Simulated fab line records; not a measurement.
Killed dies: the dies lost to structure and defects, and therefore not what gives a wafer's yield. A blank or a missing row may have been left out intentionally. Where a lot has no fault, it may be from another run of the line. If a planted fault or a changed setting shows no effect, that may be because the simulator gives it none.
fab line records | flow nand-harc
record lots=6 wafers=18 last-day=32
route steps=1302 shown A_BONDPAD@1215 HYBRID_BOND@1237 THIN_TSV@1244 END@1302
lots that met no fault: from a run of the same line without faults
start-h: hours from the record's opening day to when the first of the lot's shown wafers began | wait-h: hours from the lot's prior step to this one | " same as the row above | L1.1+2: one row covering several wafers at once | - no value, or no start was given | * or withheld: withheld | < > ~ a bound
route shown NAME@n: a module of which the file shows steps, and the number in the route of the first | usual: mean/standard deviation of fault-free wafers | same: alike in all rows | chamber/n: place in a boat | sites: readings site by site | _std_site: their standard deviation | _edge_site: inner sites' mean taken away from outer sites' mean | radius-mm: for every site, how far away it sits from the centre of the wafer | mask NAME#n: copy n | behind: the most recent tool/chamber to have shaped the wafer | hold: why the lot went on hold/how many hours it stayed there/how the hold came to an end | device: which transistor (n, p or np) failed to switch | end of line: the tests these same wafers got at the end of their route | a step given without rows: its recipe and nothing more | killed: dies that structure and defects cost at the first sort, which is not the same as the wafer's yield | map: a wafer's dies, x killed, . not, _ none there
set.NAME: setting as actually run; set.NAME@STEP: the setting as run at that earlier step | model.NAME: the simulator's own value behind a step, which no gauge read
certain route steps with their lots: each step a table, each wafer a row
services: a tool's chamber out of use, with start hour (start-h, from the record's first day; less than 0 if before it), hours out, and reason
## steps
# step NHARC_A_BONDPAD_CD_MEAS_09
# recipe target-cd-nm=500 landing-energy-ev=500
# usual cd-nm=499.7/1.8
# columns lot.wafer tool chamber start-h wait-h cd-nm
L796.2 cd-sem-02 0 583.40 - 499.0
L796.4 " 0 " " 499.3
L796.6 " 0 " " 500.8
L795.3 cd-sem-03 0 583.63 - 498.9
L795.4 " 0 " " 498.5
L795.6 " 0 " " 500.9
L797.1 cd-sem-03 0 599.08 - 500.2
L797.2 " 0 " " 502.3
L797.5 " 0 " " 499.7
L803.2 cd-sem-02 0 656.60 - 498.7
L803.3 " 0 " " 499.4
L803.5 " 0 " " 501.9
L805.1 cd-sem-02 0 707.98 - 501.3
L805.4 " 0 " " 501.8
L805.6 " 0 " " 499.2
L809.4 cd-sem-01 0 723.00 - 496.6
L809.5 " 0 " " 497.5
L809.6 " 0 " " 495.1
# step NHARC_A_BONDPAD_OVL_MEAS_35
# usual overlay-x-nm=1/6.5 overlay-y-nm=0/5.2
# columns lot.wafer tool chamber start-h wait-h overlay-x-nm overlay-y-nm
L796.2 overlay-02 - 583.49 - -5 -2
L796.4 " - " " -5 -2
L796.6 " - " " -5 -2
L795.3 overlay-01 - 583.71 - 4 3
L795.4 " - " " 5 3
L795.6 " - " " 5 3
L797.1 overlay-01 - 599.17 - -11 2
L797.2 " - " " -11 2
L797.5 " - " " -11 2
L803.2 overlay-01 - 656.69 - -5 5
L803.3 " - " " -4 6
L803.5 " - " " -4 6
L805.1 overlay-02 - 708.07 - 0 -6
L805.4 " - " " 0 -7
L805.6 " - " " 0 -7
L809.4 overlay-01 - 723.08 - 3 4
L809.5 " - " " 3 4
L809.6 " - " " 3 4
# step NHARC_A_BONDPAD_HARDBAKE_10
# recipe temp-c=118 time-s=65
# step NHARC_A_BONDPAD_DESCUM_11
# recipe time-s=3 o2-flow-sccm=200 ar-flow-sccm=0 bias-power-w=0 chemistry=O2
# step NHARC_A_BONDPAD_ETCH_34
# recipe target-depth-a=600 overetch-a=180 time-s=65.91 ion-energy-ev=200 n2-flow-sccm=150 h2-flow-sccm=150 ar-flow-sccm=0 rf-w=400 bias-w=150 chemistry=N2/H2
# step NHARC_A_BONDPAD_ETCH_12
# recipe target-depth-a=2200 time-s=110 chf3-flow-sccm=50 o2-flow-sccm=10 ar-flow-sccm=200 rf-w=500 bias-w=200 chemistry=CHF3/O2
# usual drypump-motor-current-A=6.0/0.35 oes-product-au=0.948/0.021 rf-vpp-V=370.7/2.1 showerhead-plenum-p-Torr=2.41/0.083 throttle-valve-pct=20.572/0.0083
# columns lot.wafer tool chamber start-h wait-h drypump-motor-current-A oes-product-au rf-hours-counter-h rf-vpp-V showerhead-plenum-p-Torr throttle-valve-pct
L796.4 rie-diel-06 1 - - 6.2 0.962 2 370.8 2.41 20.578
L796.2 " 2 " " 5.9 0.968 2 371.3 2.39 20.571
L796.6 " 3 " " 6.3 0.976 - 369.3 2.32 20.571
L795.4 rie-diel-06 3 - - 6.4 0.958 3 366.8 2.32 20.560
L795.3 " 0 " " 6.1 0.972 2 374.5 2.52 20.574
L795.6 " 3 " " 6.3 0.961 - 368.8 2.32 20.575
L797.1 rie-diel-06 1 - - 6.2 0.974 3 370.5 2.41 20.576
L797.2 " 2 " " 5.9 0.945 3 371.0 2.39 20.569
L797.5 " 2 " " 5.8 0.942 - 369.8 2.39 20.565
L803.2 rie-diel-06 0 - - 6.0 0.945 4 374.2 2.52 20.558
L803.3 " 1 " " 6.2 0.979 4 370.3 2.41 20.569
L803.5 " 0 " " 6.0 0.949 - 373.0 2.52 20.569
L805.1 rie-diel-06 1 - - 6.2 0.958 1 371.0 2.41 20.588
L805.4 " 1 " " 6.3 0.957 - 371.5 2.41 20.581
L805.6 " 0 " " 6.1 0.970 - 373.5 2.52 20.573
L809.4 rie-diel-06 1 - - 6.2 0.945 2 372.5 2.41 20.575
L809.5 " 0 " " 6.1 0.954 - 374.1 2.52 20.570
L809.6 " 1 " " 6.2 0.939 - 370.0 2.41 20.568
# step NHARC_A_BONDPAD_CD_MEAS_13
# usual cd-nm=499.3/2
# columns lot.wafer tool chamber start-h wait-h cd-nm
L796.2 cd-sem-02 - 583.93 - 498.6
L796.4 " - " " 499.8
L796.6 " - " " 500.9
L795.3 cd-sem-03 - 584.16 - 498.9
L795.4 " - " " 497.8
L795.6 " - " " 500.5
L797.1 cd-sem-02 - 599.61 - 501.0
L797.2 " - " " 502.0
L797.5 " - " " 498.3
L803.2 cd-sem-01 - 657.13 - 499.4
L803.3 " - " " 499.5
L803.5 " - " " 502.1
L805.1 cd-sem-01 - 708.55 - 501.2
L805.4 " - " " 501.8
L805.6 " - " " 500.5
L809.4 cd-sem-01 - 723.52 - 496.4
L809.5 " - " " 498.5
L809.6 " - " " 494.7
# step NHARC_A_BONDPAD_STRIP_15
# recipe o2-flow-sccm=500 ar-flow-sccm=0 bias-w=0 chemistry=O2
# step NHARC_A_BONDPAD_ETCH_24
# recipe target-depth-a=300 over-etch-frac=0.3 time-s=72.99 ion-energy-ev=150 cf4-flow-sccm=50 n2-flow-sccm=100 ar-flow-sccm=150 rf-w=300 bias-w=100 chemistry=CF4/N2
# usual drypump-motor-current-A=6.0/0.33 oes-product-au=0.997/0.0091 rf-vpp-V=314.0/1.7 showerhead-plenum-p-Torr=2.62/0.09 throttle-valve-pct=19.795/0.0089
# columns lot.wafer tool chamber start-h wait-h drypump-motor-current-A oes-product-au rf-hours-counter-h rf-vpp-V showerhead-plenum-p-Torr throttle-valve-pct
L796.4 rie-diel-03 3 - - 5.6 0.991 43 313.0 2.60 19.778
L796.2 " 0 " " 5.5 0.989 41 316.2 2.74 19.805
L796.6 " 0 " " 5.5 1.012 - 314.8 2.74 19.787
L795.4 rie-diel-06 0 - - 6.0 0.990 2 317.3 2.75 19.800
L795.3 " 1 " " 6.2 1.011 3 313.7 2.63 19.780
L795.6 " 3 " " 6.4 1.004 - 311.8 2.54 19.803
L797.2 rie-diel-02 0 - - 5.8 1.002 3 313.4 2.47 19.803
L797.1 " 1 " " 6.2 0.987 3 317.0 2.75 19.801
L797.5 " 0 " " 5.8 1.000 - 310.5 2.47 19.793
L803.3 rie-diel-06 2 - - 5.9 0.994 4 313.1 2.61 19.801
L803.2 " 3 " " 6.4 1.003 4 313.9 2.54 19.794
L803.5 " 2 " " 5.9 0.986 - 314.7 2.61 19.795
L805.4 rie-diel-02 0 - - 5.8 0.993 25 311.0 2.46 19.787
L805.1 " 3 " " 6.1 0.996 23 312.3 2.54 19.786
L805.6 " 0 " " 5.8 0.990 - 309.7 2.46 19.790
L809.4 rie-diel-02 0 - - 5.8 0.993 27 311.7 2.46 19.785
L809.6 " 2 " " 5.1 0.988 - 312.9 2.60 19.787
L809.5 " 3 " " 6.1 0.996 - 314.5 2.54 19.791
# step NHARC_A_BONDPAD_STRIP_16
# recipe time-s=600 temp-c=30 chemistry=post-etch-residue-remover
# step NHARC_A_BONDPAD_DEGAS_25
# recipe temp-c=300 time-s=60
# step NHARC_A_BONDPAD_PRE_CLEAN_26
# recipe time-s=30 temp-c=280 gas=H2/He
# usual heater-power-w=416/43
# columns lot.wafer tool chamber start-h wait-h heater-power-w
L796.2 pvd-sputter-03 - - - 357
L796.4 " - " " 404
L796.6 " - " " 353
L795.4 pvd-sputter-03 - - - 355
L795.3 " - " " 427
L795.6 " - " " 358
L797.1 pvd-sputter-02 - - - 409
L797.2 " - " " 472
L797.5 " - " " 482
L803.3 pvd-sputter-03 - - - 363
L803.2 " - " " 414
L803.5 " - " " 407
L805.1 pvd-sputter-01 - - - 392
L805.4 " - " " 484
L805.6 " - " " 383
L809.4 pvd-sputter-01 - - - 376
L809.5 " - " " 432
L809.6 " - " " 446
# step NHARC_A_BONDPAD_PVD_17
# recipe target-thk-a=50 bias-v=168.6 power-w=15000 chamber-pressure-pa=0.12 time-s=8.06 substrate-temp-c=50 material=TaN
# usual throttle-valve-pct=30.3/1.4
# columns lot.wafer tool chamber start-h wait-h throttle-valve-pct
L796.2 pvd-sputter-03 - 584.69 - 30.3
L796.4 " - " " 27.0
L796.6 " - " " 30.6
L795.3 pvd-sputter-03 - 585.01 - 26.9
L795.4 " - " " 31.6
L795.6 " - " " 30.6
L797.2 pvd-sputter-02 - 600.36 - 29.7
L797.1 " - " " 31.0
L797.5 " - " " 29.9
L803.3 pvd-sputter-03 - 657.86 - 30.2
L803.2 " - " " 30.5
L803.5 " - " " 26.9
L805.1 pvd-sputter-01 - 709.31 - 30.1
L805.4 " - " " 29.9
L805.6 " - " " 30.3
L809.4 pvd-sputter-01 - 724.25 - 30.3
L809.6 " - " " 30.1
L809.5 " - " " 29.9
# step NHARC_A_BONDPAD_PVD_27
# recipe target-thk-a=300 chamber-pressure-pa=5 power-w=5000 substrate-temp-c=30 time-s=20.49 material=Cu
# step NHARC_A_BONDPAD_ECD_18
# recipe target-thk-a=4000 bath-temp-c=25 material=Cu
# step NHARC_A_BONDPAD_ANNEAL_28
# recipe temp-c=225 time-s=90
# step NHARC_A_BONDPAD_CMP_19
# recipe t-overpolish-s=30 cu-recess-touch-s=16 target-thk-nm=169.82
# step NHARC_A_BONDPAD_THK_MEAS_20
# recipe thk-meas-gauge=xrf
# usual thk-nm=169.6/1.4
# columns lot.wafer tool chamber start-h wait-h thk-nm
L796.2 film-metro-02 - 585.95 - 168.2
L796.4 " - " " 168.9
L796.6 " - " " 168.7
L795.3 film-metro-01 - 586.30 - 170.3
L795.4 " - " " 167.9
L795.6 " - " " 169.4
L797.1 film-metro-02 - 601.67 - 170.1
L797.2 " - " " 169.7
L797.5 " - " " 169.9
L803.2 film-metro-02 - 659.15 - 169.8
L803.3 " - " " 170.9
L803.5 " - " " 169.5
L805.1 film-metro-02 - 710.59 - 169.3
L805.4 " - " " 170.9
L805.6 " - " " 169.0
L809.4 film-metro-02 - 725.56 - 169.3
L809.5 " - " " 168.3
L809.6 " - " " 169.0
# step NHARC_A_BONDPAD_SRD_21
# recipe time-s=30 temp-c=23 dry-time-s=20 spin-rpm=1500
# step NHARC_HYBRID_BOND_ACTIVATE_00
# recipe time-s=60 n2-flow-sccm=200 ar-flow-sccm=0 bias-power-w=0 chemistry=N2
# usual drypump-motor-current-A=5.6/0.54 oes-product-au=1.001/0.012 rf-vpp-V=64.3/0.83 showerhead-plenum-p-Torr=1.81/0.064
# columns lot.wafer tool chamber start-h wait-h drypump-motor-current-A oes-product-au rf-hours-counter-h rf-vpp-V showerhead-plenum-p-Torr
L796.4 rie-diel-08 1 586.22 0.1 5.9 0.993 5 63.9 1.81
L796.2 " 2 " " 5.7 1.012 6 64.8 1.82
L796.6 " 2 " " 5.8 1.013 - 64.0 1.82
L795.3 rie-diel-08 1 586.60 0.1 5.9 1.003 5 65.4 1.81
L795.4 " 3 " " 6.3 1.020 6 63.9 1.92
L795.6 " 0 " " 5.9 1.021 - 63.7 1.83
L797.1 rie-diel-05 0 601.96 0.1 5.0 0.982 1 63.5 1.70
L797.2 " 2 " " 6.3 0.987 1 62.9 1.88
L797.5 " 1 " " 5.5 1.011 - 64.2 1.83
L803.2 rie-diel-05 1 659.45 0.1 5.5 0.992 6 64.2 1.83
L803.3 " 2 " " 6.4 0.996 7 63.0 1.88
L803.5 " 0 " " 5.0 0.990 - 65.7 1.70
L805.1 rie-diel-05 3 710.87 0.1 5.0 1.004 11 65.2 1.80
L805.6 " 2 " " 6.4 1.000 - 65.5 1.88
L805.4 " 1 " " 5.5 1.016 - 65.4 1.83
L809.4 rie-diel-05 3 725.84 0.1 5.0 1.003 13 65.1 1.80
L809.5 " 2 " " 6.4 0.999 - 66.0 1.88
L809.6 " 3 " " 5.0 1.016 - 62.4 1.80
# step NHARC_HYBRID_BOND_PRECLEAN_01
# recipe time-s=300 temp-c=23 chemistry=DIW
# step NHARC_HYBRID_BOND_SRD_02
# recipe time-s=30 temp-c=23 dry-time-s=20 spin-rpm=1500
# step NHARC_HYBRID_BOND_BOND_03
# recipe temp-c=25
# step NHARC_HYBRID_BOND_ANNEAL_04
# recipe temp-c=300 time-s=7200 ramp-up-c-per-min=5 ramp-down-c-per-min=3 idle-temp-c=100 pressure-atm=1
# step NHARC_HYBRID_BOND_OVL_MEAS_05
# usual overlay-x-nm=2/30 overlay-y-nm=-2/37
# columns lot.wafer tool chamber start-h wait-h overlay-x-nm overlay-y-nm
L796.2 overlay-02 - 595.64 0.4 -41 7
L796.4 " - " " 25 -21
L796.6 " - " " 25 32
L795.3 overlay-01 - 595.65 0.4 -25 -3
L795.4 " - " " 37 8
L795.6 " - " " 43 47
L797.1 overlay-01 - 611.35 0.4 -37 -43
L797.2 " - " " 27 -49
L797.5 " - " " 1 8
L803.2 overlay-02 - 666.20 0.4 0 78
L803.3 " - " " -30 -25
L803.5 " - " " -16 -73
L805.1 overlay-01 - 720.53 0.4 -46 54
L805.4 " - " " -22 10
L805.6 " - " " 3 -39
L809.4 overlay-02 - 735.48 0.4 -24 -17
L809.5 " - " " 13 -32
L809.6 " - " " -8 -5
# step NHARC_THIN_TSV_GRIND_00
# recipe target-thk-um=6
# step NHARC_THIN_TSV_CMP_01
# recipe target-thk-um=3
# step NHARC_THIN_TSV_THK_MEAS_02
# recipe thk-meas-gauge=ir
# usual thk-nm=2965/220
# columns lot.wafer tool chamber start-h wait-h thk-nm
L795.3 film-metro-02 - 597.35 - 3008
L795.4 " - " " 3188
L795.6 " - " " 2916
L796.2 film-metro-02 - 598.58 - 2953
L796.4 " - " " 3256
L796.6 " - " " 3152
L797.1 film-metro-01 - 613.05 - 2615
L797.2 " - " " 3175
L797.5 " - " " 2996
L803.2 film-metro-01 - 667.89 - 3046
L803.3 " - " " 3187
L803.5 " - " " 3299
L805.1 film-metro-01 - 722.23 0.2 3009
L805.4 " - " " 3361
L805.6 " - " " 2995
L809.4 film-metro-01 - 737.20 0.2 2933
L809.5 " - " " 2827
L809.6 " - " " 3143
# step NHARC_THIN_TSV_SRD_03
# step NHARC_THIN_TSV_PRECLEAN_41
# recipe time-s=* temp-c=50 bath-age-min=0 chemistry=SC1
# step NHARC_THIN_TSV_SRD_42
# step NHARC_THIN_TSV_DEP_43
# recipe target-thk-a=13285 temp-c=withheld pressure-torr=6.5 rf-w=900 teos-flow-sccm=161.4 flow-sccm=2650 target-thk-nm=1328.5 gas=O2 material=SiO2
# usual throttle-valve-pct=16.0/0.59
# columns lot.wafer tool chamber start-h wait-h since-wet-clean-h throttle-valve-pct
L795.3 pecvd-04 1 597.57 - 134 16.7
L795.4 " 1 " " - 16.2
L795.6 " 0 " " - 16.1
L796.2 pecvd-04 2 598.80 - 135 15.3
L796.4 " 2 " " - 15.3
L796.6 " 0 " " - 16.0
L797.2 pecvd-03 2 613.31 - 53 15.8
L797.1 " 0 " " 53 14.9
L797.5 " 0 " " - 14.8
L803.2 pecvd-03 0 668.13 - 108 14.9
L803.3 " 2 " " 108 16.0
L803.5 " 1 " " - 15.4
L805.1 pecvd-04 2 722.50 - 78 15.1
L805.4 " 1 " " - 16.8
L805.6 " 0 " " - 15.8
L809.4 pecvd-04 2 737.56 - - 15.2
L809.6 " 0 " " - 16.0
L809.5 " 1 " " - 17.1
# step NHARC_THIN_TSV_DEHYDRATE_04
# recipe temp-c=150 time-s=120
# step NHARC_THIN_TSV_HMDS_05
# recipe time-s=30
# step NHARC_THIN_TSV_COAT_06
# recipe spin-rpm=*
# step NHARC_THIN_TSV_SOFTBAKE_07
# recipe temp-c=122 time-s=95
# step NHARC_THIN_TSV_EBR_08
# step NHARC_THIN_TSV_EXPOSE_09
# recipe na=0.55 dose-mj=30.7 mask-id=TSV
# step NHARC_END_SORT_01
# recipe temp-c=25
# usual defect-limited-yield=90.6/2.3 killed-at-array=59/16 killed-at-other=0.8/1.1 killed-at-periphery=3.6/2.4 killed-dies=64/16 killed-open=3.4/1.8 killed-short=2.5/1.6
# same gross-dies=677
# columns lot.wafer tool chamber start-h wait-h defect-limited-yield[%] killed-at-array killed-at-other killed-at-periphery killed-dies killed-open killed-short
L796.2 prober-01 0 614.36 2.8 79.5 137 0 2 139 4 0
L796.4 prober-01 0 615.96 3.4 79.0 139 0 3 142 3 0
L796.6 prober-01 0 617.56 4.0 81.1 127 0 1 128 3 1
L795.3 prober-02 0 615.20 3.1 77.0 154 0 2 156 2 0
L795.4 prober-02 0 616.01 3.4 80.4 130 1 2 133 4 2
L795.6 prober-02 0 617.62 4.0 81.7 119 2 3 124 7 6
L805.1 prober-01 0 741.60 2.5 91.9 50 3 2 55 5 4
L805.4 prober-01 0 744.02 3.4 91.3 55 1 3 59 6 2
L805.6 prober-01 0 745.64 4.0 92.3 46 3 3 52 3 4
# killed by level:class
L796.2 A_BONDPAD:unspecified=62 A_CHANNEL_HOLE_D2:chamber-film-flake=36 A_SLIT:chamber-film-flake=28 A_STAIRCASE:chamber-film-flake=4 A_CONTACT:chamber-film-flake=2 A_CHANNEL_FILL_D1:geometric-particle:open=1 A_CHANNEL_FILL_D2:geometric-particle:open=1 A_WL_FILL:geometric-particle:open=1
L795.3 A_BONDPAD:unspecified=87 A_CHANNEL_HOLE_D1:chamber-film-flake=40 A_CHANNEL_HOLE_D2:chamber-film-flake=11 A_STAIRCASE:chamber-film-flake=8 P_ZERO_WELL:chamber-film-flake=2 A_CHANNEL_FILL_D1:chamber-film-flake=2 A_ONON_D2:geometric-particle:open=1 A_CONTACT:geometric-particle:open=1
L796.4 A_BONDPAD:unspecified=80 A_CHANNEL_HOLE_D2:chamber-film-flake=27 A_SLIT:chamber-film-flake=22 A_CONTACT:chamber-film-flake=4 A_STAIRCASE:chamber-film-flake=2 P_CONTACT:geometric-particle:open=1 P_M0:geometric-particle:open=1 A_BLC:geometric-particle:open=1
L795.4 A_BONDPAD:unspecified=83 A_CHANNEL_HOLE_D1:chamber-film-flake=29 A_CHANNEL_HOLE_D2:chamber-film-flake=6 A_STAIRCASE:chamber-film-flake=3 A_SOURCE_PLATE:geometric-particle:open=1 A_CHANNEL_FILL_D1:geometric-particle:open=1 A_DECK1_JOINT:chamber-film-flake=1 A_DECK1_JOINT:geometric-particle:short=1
L796.6 A_BONDPAD:unspecified=57 A_CHANNEL_HOLE_D2:chamber-film-flake=33 A_SLIT:chamber-film-flake=23 A_CHANNEL_HOLE_D1:chamber-film-flake=4 A_CONTACT:chamber-film-flake=4 A_ONON_D1:geometric-particle:open=1 A_CHANNEL_HOLE_D2:geometric-particle:short=1 A_WL_FILL:geometric-particle:open=1
L795.6 A_BONDPAD:unspecified=53 A_CHANNEL_HOLE_D1:chamber-film-flake=40 A_CHANNEL_HOLE_D2:chamber-film-flake=5 A_STAIRCASE:chamber-film-flake=4 A_CHANNEL_FILL_D1:geometric-particle:short=2 A_CONTACT:chamber-film-flake=2 THIN_TSV:chamber-film-flake=2 P_CONTACT:geometric-particle:open=1
L805.1 A_CHANNEL_HOLE_D1:chamber-film-flake=33 THIN_TSV:chamber-film-flake=3 A_CONTACT:chamber-film-flake=3 A_CHANNEL_FILL_D1:geometric-particle:open=2 A_SLIT:chamber-film-flake=2 A_CHANNEL_FILL_D1:chamber-film-flake=2 A_STAIRCASE:chamber-film-flake=2 P_CONTACT:geometric-particle:open=1
L805.4 A_CHANNEL_HOLE_D1:chamber-film-flake=35 A_CONTACT:chamber-film-flake=4 A_CONTACT:geometric-particle:open=3 A_DECK1_JOINT:chamber-film-flake=3 A_SLIT:chamber-film-flake=3 P_STI:chamber-film-flake=2 A_CHANNEL_HOLE_D1:geometric-particle:short=1 A_WL_FILL:geometric-particle:short=1
L805.6 A_CHANNEL_HOLE_D1:chamber-film-flake=30 A_STAIRCASE:chamber-film-flake=4 P_CONTACT:geometric-particle:short=3 A_SLIT:chamber-film-flake=3 THIN_TSV:chamber-film-flake=3 A_SGD_CUT:chamber-film-flake=2 A_CHANNEL_FILL_D1:geometric-particle:open=1 A_SGD_CUT:geometric-particle:short=1
# map L795.3 (x killed, . not)
____________.____________
_________..x...._________
_______....x.x...._______
______..x..........______
_____....xx........._____
____.....xxxxxx......____
____.x.xxxxxx........____
___..xx..xxx..........___
___..x....xxx.x.......___
__.......xx.x..........__
__....x.xx.x..x........__
_....x...x.............._
_..........x..x........._
_.............x........._
_.....x................._
_.xx.xx..x...x.........._
xxxxxxxx....x............
.x.xxxx.......x..........
xxxxxxxxx.x...x..........
.xxxxxxxxxx..............
.xxxxxxxxx...............
_xxxxxxxx..............._
_xxxxxxxxx.............._
_xxxxxxxxxx.x.....x....._
_.xxxxxx...............x_
_.xxxxxxx..............._
__xxxxxx...............__
__x..xx.x.....x........__
___.x...........x..x..___
___.x.................___
____...............x.____
____.........x.......____
_____............xx._____
______.............______
_______..........._______
_________......._________
____________.____________
# map L796.4 (x killed, . not)
____________.____________
_________..x...._________
_______..........._______
______.............______
_____..............._____
____.................____
____.................____
___...................___
___.......x...........___
__.....................__
__....................x__
_......................._
_......................._
_......................._
_...x..................._
_x..xx.................._
xx.x.x.x.................
..x.xxx....x...x........x
..xxxxxx.x...xx........x.
.xxxxxxxxxxxxx...........
.xxxxxxxxxxxx...........x
_xxxxxxxxx.xxxx........x_
_xxxxxxx.xxxxxx........._
_xxxxxxxxxxxxx.........._
_xxxxxxxxx.xxxx.......x._
_x.xxxxxxxxxx.........x._
__xxxxx.xxxxxx..x......__
__..xx.x.x.xx..........__
___x..x...............___
___...................___
____.................____
____..........x......____
_____..............._____
______.............______
_______..........._______
_________......._________
____________.____________
## services
# columns tool chamber start-h hours kind
rie-diel-02 - 570.71 9.0 pm
pvd-sputter-01 - 582.00 10.0 pm
rie-diel-05 - 583.60 9.0 pm
pvd-sputter-03 - 589.74 2.0 repair
pvd-sputter-01 - 596.58 5.6 repair
pecvd-03 1 603.37 4.4 repair
rie-diel-08 2 606.03 5.7 repair
pvd-sputter-01 - 606.95 2.5 repair
rie-diel-02 1 619.88 12.7 repair
rie-diel-02 3 624.78 5.7 repair
pecvd-04 - 631.37 13.0 pm
pvd-sputter-02 - 638.00 10.0 pm
pvd-sputter-02 - 648.77 6.2 repair
rie-diel-05 1 650.52 8.9 repair
pvd-sputter-01 - 661.17 3.5 repair
rie-diel-06 - 661.20 9.0 pm
pecvd-03 - 688.60 0.3 repair
rie-diel-05 0 698.36 21.5 repair
rie-diel-06 3 702.46 14.0 repair
rie-diel-02 - 705.77 0.6 repair
rie-diel-02 2 711.16 6.5 repair
rie-diel-08 - 713.21 6.2 repair
pvd-sputter-03 - 714.98 10.0 pm
rie-diel-05 0 726.96 8.6 repair
## key
first-sign step=NHARC_END_SORT_01 reading=killed-dies direction=up sigmas=4.7 usual=64 struck=137
effect step=NHARC_END_SORT_01 reading=defect-limited-yield direction=down sigmas=4.7 usual=90.6 struck=79.8
more-kills-born-at NHARC_A_BONDPAD_PVD_17@pvd-sputter-03=422
met-at NHARC_A_BONDPAD_PVD_17
struck-wafers L795.3,L795.4,L795.6,L796.2,L796.4,L796.6
fault kind=chamber-particle-source tool=pvd-sputter-03 chamber=- onset-h=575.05 steps=NHARC_A_BONDPAD_PVD_17 rate-per-visit-cm2=0.97322 end-h=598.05
